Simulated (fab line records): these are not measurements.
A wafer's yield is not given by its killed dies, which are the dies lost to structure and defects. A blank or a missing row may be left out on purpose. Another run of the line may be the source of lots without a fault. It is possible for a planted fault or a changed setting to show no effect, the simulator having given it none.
Matching of chambers ; flow n5_finfet ; pecvd-03 running N5_BEOL_M14_DEP_53: 3 sister chambers
The step deposits SiCN from 3MS/NH3, target thk 50 nm, time 17.8 s. 16 wafers are shown with their chamber, then 8 later ones without.

== EACH WAFER AND ITS CHAMBER ==
wafer;chamber;throttle_valve_pct (%);showerhead_plenum_p_Torr (Torr);showerhead_vpp_V (V)
L078.1;2;17.5;4.13;1587
L078.3;1;17.3;4.18;1590
L078.6;0;21.0;4.19;1553
L076.1;2;18.1;4.13;1579
L076.4;2;17.8;4.14;1581
L076.5;2;18.1;4.13;1583
L081.2;2;18.0;4.14;1573
L081.3;1;17.1;4.18;1606
L081.4;1;17.4;4.20;1617
L087.1;0;21.1;4.19;1568
L087.2;2;18.1;4.14;1584
L087.4;0;21.1;4.19;1575
L089.1;0;21.3;4.20;1589
L089.2;2;18.1;4.14;1579
L089.6;2;18.1;4.14;1579
L092.1;1;17.3;4.19;1587

SIGNATURES, as means of the wafers listed above
reading;chamber 0;chamber 1;chamber 2;scatter within a chamber
throttle_valve_pct;21.125;17.275;17.975;0.182
showerhead_plenum_p_Torr;4.1925;4.1875;4.1362;0.00643
showerhead_vpp_V;1571.25;1600.00;1580.62;10.3
Rule: a wafer lies at a distance from a chamber equal to the root of the sum of squares, over the readings, of (its reading less the chamber's mean, divided by the reading's scatter). The wafer belongs to the nearest chamber; if the next one is less than 2 further off, it can't be placed. The scatter: take each reading less its chamber's mean, square it, sum over the shown wafers, divide by the number of wafers less the number of chambers, and take the root.

== WAFERS WHOSE CHAMBER IS MISSING ==
wafer;throttle_valve_pct (%);showerhead_plenum_p_Torr (Torr);showerhead_vpp_V (V)
L092.3;20.8;4.19;1550
L092.5;21.2;4.20;1546
L090.1;18.2;4.13;1599
L090.3;18.0;4.13;1544
L090.5;18.4;4.13;1586
L097.1;18.4;4.14;1563
L097.4;21.1;4.21;1554
L097.6;18.2;4.12;1592

== EACH ONE'S CHAMBER ==
wafer;from the rows above;in truth
L092.3;0;0
L092.5;0;0
L090.1;2;2
L090.3;2;2
L090.5;2;2
L097.1;2;2
L097.4;0;0
L097.6;2;2
Placed correctly: 8 of 8. Left unplaced by these rows: 0. Number placed wrongly: 0.
